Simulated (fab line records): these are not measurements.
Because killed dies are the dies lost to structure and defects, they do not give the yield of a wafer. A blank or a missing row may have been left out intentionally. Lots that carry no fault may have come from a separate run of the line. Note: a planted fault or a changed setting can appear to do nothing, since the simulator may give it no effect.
8D (eight disciplines) problem report, filled in by code ; flow nand-harc ; the parts of the form that need people (team, actions taken, sign-off) are left out

== 1. PROBLEM STATEMENT ==
At NHARC_END_SORT_01, killed-at-array averages 70 over 3 wafers from 2 lots, while fault-free wafers read 24, standard deviation 7.4. Relative to the usual mean, that is a shift of +6.2 standard deviations.
Earliest sighting: wafer L966.2 on prober-02 at day 21 09:03. The record holds 6 wafers of 2 lots with a number at this step. By rule, "out" or "out of limits" means more than 4 standard deviations away from the usual mean. All remaining wafers that have a number are taken as sound.

== 2. WHAT THIS IS AND IS NOT ==
question;is;is not
which readings at this step;killed-at-array, killed-dies;killed-at-other, killed-at-periphery, killed-open, killed-short
which lots;L965, L966;-
which wafers of those lots;L965.4, L966.2, L966.4;L965.2, L965.6, L966.3
read on which gauges;prober-01, prober-02;-
when;from day 21 09:03;"up to then (1 sound wafer); but 2 sound wafers of L965, L966 came after"

== 3. WHAT RULES OUT EACH SUSPECT ==
Counting: if a tool at a process step up to the reading ran every lot that is out, it stays a suspect. Sound lots after the first of them don't rule it out here, since some wafers of a struck lot are sound.
- the gauge at NHARC_END_SORT_01 has been ruled out. Those wafers that are out were read across 2 gauges (prober-01, prober-02).
- cvd-w-01 at NHARC_A_CONTACT_CVD_19 (deposits W, target thk 300 nm, time 802 s): kept. It ran every lot that is out, first L965 (day 19 08:56).
- Within cvd-w-01 at NHARC_A_CONTACT_CVD_19, the wafers that are out were processed in chamber 1 and their sound lot-mates in chamber 0.
After counting, what remains is cvd-w-01 at NHARC_A_CONTACT_CVD_19.

== 4. THE CAUSE (what the simulator had put in) ==
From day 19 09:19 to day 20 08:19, cvd-w-01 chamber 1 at NHARC_A_CONTACT_CVD_19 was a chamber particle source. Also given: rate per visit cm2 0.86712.
This tool alone remained once counting was done.

== 5. SEQUENCE OF EFFECTS, ordered by route ==
Each row: a reading whose mean over the struck wafers that have a number lies more than 3 standard deviations from the usual. Readings are gone through only where the record gives a usual standard deviation; hours: the median, over the lots, of the time from a lot's start at the first step in this table giving one to that lot's start at this step; sigmas: the change measured in usual standard deviations.
hours;step;reading;usual;on struck wafers;change;sigmas
0;NHARC_END_SORT_01;killed-at-array;24;70;+46;+6.2
0;NHARC_END_SORT_01;killed-dies;28;71;+43;+5.4

== 6. WHAT WOULD HAVE CAUGHT IT SOONER ==
The first out-of-limits reading at a measuring or inspecting step in this record came at day 21 09:03, 48 hours after the fault's start at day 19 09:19.
Tool readings at NHARC_A_CONTACT_CVD_19 with a usual standard deviation given in the record: none out on any struck wafer, hence no alarm at a limit of 4 standard deviations on them.
By day 21 09:03 the whole set of lots that are out, 2 in number, had already begun NHARC_A_CONTACT_CVD_19 on cvd-w-01. None of them would have been spared by holding the tool at that moment.
